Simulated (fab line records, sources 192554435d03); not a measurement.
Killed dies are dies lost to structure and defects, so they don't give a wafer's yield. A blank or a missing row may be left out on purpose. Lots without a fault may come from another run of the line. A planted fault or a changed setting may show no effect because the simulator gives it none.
A struck lot beside a sound one | flow n5_finfet | 20 steps out of a route of 1938
Sound: wafers L986.2, L986.3, L986.4. Struck: wafers L991.1, L991.2, L991.4. The cause comes at the end.
At each step with rows: each side's tool, then ch and its chambers, then its first start. Under that, the readings that differ: sound wafers | struck wafers | difference of the means | sigmas: that difference in standard deviations of wafers without a fault.
alike: readings whose means differ by less than 2 such deviations, and words and numbers that are the same on both sides. not compared: withheld readings, readings that some wafer has no value for, bounds like >300 that may hide the same value, and numbers for which the record gives no deviation and whose values overlap.
The two part at a step that has a row with sigmas, a row that says differs or no value, or rows on one side only. Numbers that don't overlap but have no deviation are shown without sigmas and don't part them. A reading that every wafer of one side lacks parts them only if that side has two wafers or more.

N5_BEOL_M1_RS_MEAS_58: measures by four-point-probe.
  sound on film_metro-02, day 7 17:40; struck on film_metro-01, day 9 15:30
  alike: M1_RS
N5_BEOL_M1_INSPECT_59: inspects for defects (darkfield).
  sound on defect_inspect-01, day 7 17:41; struck on defect_inspect-02, day 9 15:31
  alike: raw_defect_count
N5_BEOL_M2_ILD_DEP_00: deposits SiOC from DEMS/O2, target thk 79 nm, time 15.3 s.
  sound on pecvd-01 ch 0,1,2, day 7 17:43; struck on pecvd-02 ch 0,1,2, day 9 15:34
  alike: heater_power_w, showerhead_plenum_p_Torr, throttle_valve_pct
  not compared: since_wet_clean_h
N5_BEOL_M2_THK_MEAS_01:
  sound on film_metro-02, day 7 17:47; struck on film_metro-01, day 9 15:38
  alike: M2_ILD_THK
N5_BEOL_M2_PECVD_72: deposits SiO2 from TEOS/O2, target thk 16 nm, time 18 s.
  sound on pecvd-03 ch 1,2, day 7 17:49; struck on pecvd-03 ch 0,1, day 9 15:40
  alike: heater_power_w, showerhead_plenum_p_Torr, throttle_valve_pct
  not compared: since_wet_clean_h
N5_BEOL_M2_HM_DEP_02: deposits TiN, target thk 20 nm.
  sound on pvd_sputter-03, day 7 19:29; struck on pvd_sputter-01, day 9 16:27
  alike: throttle_valve_pct
then, 6 steps without rows for these wafers: N5_BEOL_M2_COAT_61 (time 60 s, resist thk 60 nm); N5_BEOL_M2_COAT_62 (time 60 s, resist thk 12 nm); N5_BEOL_M2_COAT_73 (time 60 s, resist thk 5 nm); N5_BEOL_M2_COAT_05 (resist thk 30 nm); N5_BEOL_M2_EBR_07; N5_BEOL_M2_SOFTBAKE_06 (time 60 s).
N5_BEOL_M2_EXPOSE_08: exposes mask M2.
  sound on euv_scanner-02 ch 0, day 7 19:52; struck on euv_scanner-02 ch 0, day 9 16:50
  reading                         | sound       | struck      | difference | sigmas
  model.BEOL_M2.overlay_x_nm (nm) | 0.4 0.4 0.4 | 8.2 8.2 8.2 | +7.8       |
  alike: mask
then, 2 steps without rows for these wafers: N5_BEOL_M2_PEB_09 (peb time 60 s); N5_BEOL_M2_DEVELOP_10 (develop time 30 s).
N5_BEOL_M2_CD_MEAS_11: target cd 16.79 nm.
  sound on cd_sem-01 ch 0, day 7 20:00; struck on cd_sem-02 ch 0, day 9 16:58
  alike: cd_nm
N5_BEOL_M2_OVL_MEAS_12:
  sound on overlay-01 ch 0, day 7 20:02; struck on overlay-02 ch 0, day 9 17:00
  reading     | sound       | struck      | difference | sigmas
  M2_OVL (nm) | 0.8 1.0 0.6 | 7.5 8.4 7.5 | +7.0       | +11
N5_BEOL_M2_INSPECT_13: inspects for defects (brightfield).
  sound on defect_inspect-01, day 7 20:05; struck on defect_inspect-02, day 9 17:04
  alike: raw_defect_count
N5_BEOL_M4_RC_MEAS_101:
  sound on prober-02 ch 0, day 9 13:31; struck on prober-01 ch 0, day 11 03:45
  alike: DIBL_N, DIBL_P, IOFF_N, IOFF_P, ION_N, ION_P, SS_N, SS_P, VT_N, VT_P
-- the record jumps here: 5 days lie between the struck wafers' starts before and after (it left off in module BEOL_M4 and takes up again in module PASSIVATION, whose first step shown is number 1936 of the route) --
N5_PASSIVATION_PROBE_49:
  the record has rows for the struck wafers here (prober-01, day 15 19:16) and none for the sound ones

WHERE THEY PART
First at N5_BEOL_M2_OVL_MEAS_12; last, within this record, at N5_PASSIVATION_PROBE_49.

WHY: what the simulator had put in
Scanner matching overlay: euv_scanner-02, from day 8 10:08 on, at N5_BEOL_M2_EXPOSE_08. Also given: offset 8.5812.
